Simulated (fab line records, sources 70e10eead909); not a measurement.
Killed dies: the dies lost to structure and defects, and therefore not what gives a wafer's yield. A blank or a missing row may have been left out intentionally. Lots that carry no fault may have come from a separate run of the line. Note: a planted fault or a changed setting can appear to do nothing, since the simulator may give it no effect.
Problem report in the 8D (eight disciplines) form, filled by code	flow nand harc	the parts of the form that need people (team, actions taken, sign-off) are left out

## 1. WHAT IS WRONG
Mean of sort_bin_3_pct at NHARC_END_SORT_01: 6.8 % across 2 wafers in 2 lots; on wafers with no fault it is 0.6 % (standard deviation 0.4). That puts it +16 standard deviations away from the usual mean.
Earliest sighting: wafer L291.4 on prober-01 at day 30 02:57. The record holds 3 wafers of 2 lots with a number at this step. Rule for "out", or "out of limits": more than 4 standard deviations from the usual mean. The rest of the wafers with a number are treated as sound.

## 2. WHAT IT IS AND WHAT IT IS NOT
question	is	is not
which readings at this step	sort_bin_3_pct, defect limited yield, killed at array, sort yield pct	killed at periphery, killed open, killed short, sort_bin_4_pct, sort rim yield pct
which lots	L290, L291	-
which wafers of those lots	L290.1, L291.4	L291.1
read on which gauges	prober-01	-
when	from day 30 02:57	up to then (1 sound wafer)

## 3. WHAT RULES OUT EACH SUSPECT
Counting: if a tool at a process step up to the reading ran every lot that is out, it stays a suspect. Sound lots after the first of them don't rule it out here, since some wafers of a struck lot are sound.
- the gauge at NHARC_END_SORT_01: kept. All the wafers that are out were read on prober-01, and no step on other tools shows them out.
- rie diel-02 at NHARC_A_M0_ETCH_15 (etches the open film in C4F8/Ar, target depth 150 nm, overetch 15 nm, time 82.5 s): kept. It ran every lot that is out, first L290 (day 28 07:52). NHARC_A_M0_ETCH_15: start missing for some lots; hours and lot order therefore follow NHARC_A_M0_CD_MEAS_16.
- pvd sputter-03 at NHARC_A_M0_PVD_20 (deposits TaN, target thk 5 nm, time 8.06 s): kept. It ran every lot that is out, first L290 (day 28 08:44). NHARC_A_M0_PVD_20: start missing for some lots; hours and lot order therefore follow NHARC_A_M0_PVD_21.
- pvd sputter-03 at NHARC_A_M0_PVD_21 (deposits Cu, target thk 30 nm, time 20.49 s): kept. It ran every lot that is out, first L290 (day 28 08:44).
- cmp-01 at NHARC_A_M0_CMP_23 (polishes, t overpolish 20 s, target thk 113.75 nm): kept. It ran every lot that is out, first L290 (day 28 09:36).
Left after counting: rie diel-02 at NHARC_A_M0_ETCH_15, pvd sputter-03 at NHARC_A_M0_PVD_20, pvd sputter-03 at NHARC_A_M0_PVD_21, cmp-01 at NHARC_A_M0_CMP_23, prober-01 at NHARC_END_SORT_01.

## 4. THE CAUSE (what the simulator had put in)
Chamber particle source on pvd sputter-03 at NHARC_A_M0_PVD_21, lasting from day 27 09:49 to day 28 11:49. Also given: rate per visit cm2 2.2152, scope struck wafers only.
This tool is one of the 5 suspects left after counting.

## 5. THE EFFECT CHAIN, in route order
One row per reading whose mean, taken over the struck wafers that have a number, lies over 3 standard deviations from the usual. Scope: only readings with a usual standard deviation given in the record; hours: median across lots of the time from each lot's start at the first step in this table that gives one to its start at this step; sigmas: change in usual standard deviations.
hours	step	reading	usual	on struck wafers	change	sigmas
0	NHARC_END_SORT_01	defect limited yield	91.5 %	78.0	-13.5	-4.6
0	NHARC_END_SORT_01	killed at array	53	144	+91	+4.6
0	NHARC_END_SORT_01	killed dies	58	148	+90	+4.5
0	NHARC_END_SORT_01	sort_bin_2_pct	3.1 %	8.4	+5.3	+4.1
0	NHARC_END_SORT_01	sort_bin_3_pct	0.6 %	6.8	+6.2	+16
0	NHARC_END_SORT_01	sort n pass	619	528	-90	-4.5
0	NHARC_END_SORT_01	sort yield pct	91.5 %	78.0	-13.5	-4.6

## 6. WHAT WOULD HAVE CAUGHT IT SOONER
Counted from the fault's start at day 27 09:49, it took 65 hours until the first out-of-limits reading at a measuring or inspecting step in this record, taken at day 30 02:57.
An alarm limit of 4 standard deviations would not have fired on the tool readings at NHARC_A_M0_PVD_21 for which the record gives a usual standard deviation, since none of them was out on any struck wafer.
All the lots that are out (2) had begun NHARC_A_M0_PVD_21 on pvd sputter-03 by day 30 02:57. None of them would have been spared by holding the tool at that moment.
